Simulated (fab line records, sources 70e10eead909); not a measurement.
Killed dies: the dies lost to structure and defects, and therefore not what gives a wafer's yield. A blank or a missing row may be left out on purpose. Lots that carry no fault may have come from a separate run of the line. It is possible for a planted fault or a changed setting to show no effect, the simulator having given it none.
Chamber matching / flow nand harc / rie diel-05 running NHARC_A_CHANNEL_HOLE_D1_ETCH_39: 4 sister chambers
The step etches the open film in N2/H2, target depth 260 nm, time 325 s. 7 wafers are shown with their chamber, then 8 later ones without.

WAFERS WITH THEIR CHAMBER
wafer=L297.1; chamber=3; showerhead plenum p Torr (Torr)=2.04; rf vpp V (V)=431.6
wafer=L299.2; chamber=1; showerhead plenum p Torr (Torr)=1.94; rf vpp V (V)=426.6
wafer=L299.4; chamber=2; showerhead plenum p Torr (Torr)=1.92; rf vpp V (V)=427.1
wafer=L307.1; chamber=0; showerhead plenum p Torr (Torr)=2.14; rf vpp V (V)=432.3
wafer=L307.4; chamber=3; showerhead plenum p Torr (Torr)=2.03; rf vpp V (V)=430.6
wafer=L307.6; chamber=2; showerhead plenum p Torr (Torr)=1.91; rf vpp V (V)=426.1
wafer=L308.3; chamber=1; showerhead plenum p Torr (Torr)=1.94; rf vpp V (V)=428.0

WAFERS MISSING THEIR CHAMBER
wafer=L308.4; showerhead plenum p Torr (Torr)=2.03; rf vpp V (V)=429.5
wafer=L308.5; showerhead plenum p Torr (Torr)=1.94; rf vpp V (V)=427.6
wafer=L309.2; showerhead plenum p Torr (Torr)=1.94; rf vpp V (V)=427.7
wafer=L309.4; showerhead plenum p Torr (Torr)=2.14; rf vpp V (V)=432.8
wafer=L309.6; showerhead plenum p Torr (Torr)=1.91; rf vpp V (V)=428.6
wafer=L310.2; showerhead plenum p Torr (Torr)=1.94; rf vpp V (V)=427.8
wafer=L310.4; showerhead plenum p Torr (Torr)=1.91; rf vpp V (V)=426.0
wafer=L310.6; showerhead plenum p Torr (Torr)=2.03; rf vpp V (V)=431.7

EACH ONE'S CHAMBER
wafer=L308.4; from the rows above=3; in truth=3
wafer=L308.5; from the rows above=1; in truth=1
wafer=L309.2; from the rows above=1; in truth=1
wafer=L309.4; from the rows above=0; in truth=0
wafer=L309.6; from the rows above=2; in truth=2
wafer=L310.2; from the rows above=1; in truth=1
wafer=L310.4; from the rows above=2; in truth=2
wafer=L310.6; from the rows above=3; in truth=3
Placed correctly: 8 of 8. From these rows, 0 cannot be placed. Placed wrongly: 0.
How it was worked out, from the rows above alone: a wafer's distance from a chamber is the root of the sum, over the readings, of the square of ((its reading less the chamber's mean) divided by the reading's scatter). If the next closest chamber is less than 2 further off than the closest, the wafer can't be placed; otherwise it belongs to the closest. Each chamber's mean is taken over the wafers shown for it. The scatter is the square root of a quotient: the sum, over the shown wafers, of each reading's squared deviation from its chamber's mean, divided by wafers minus chambers.
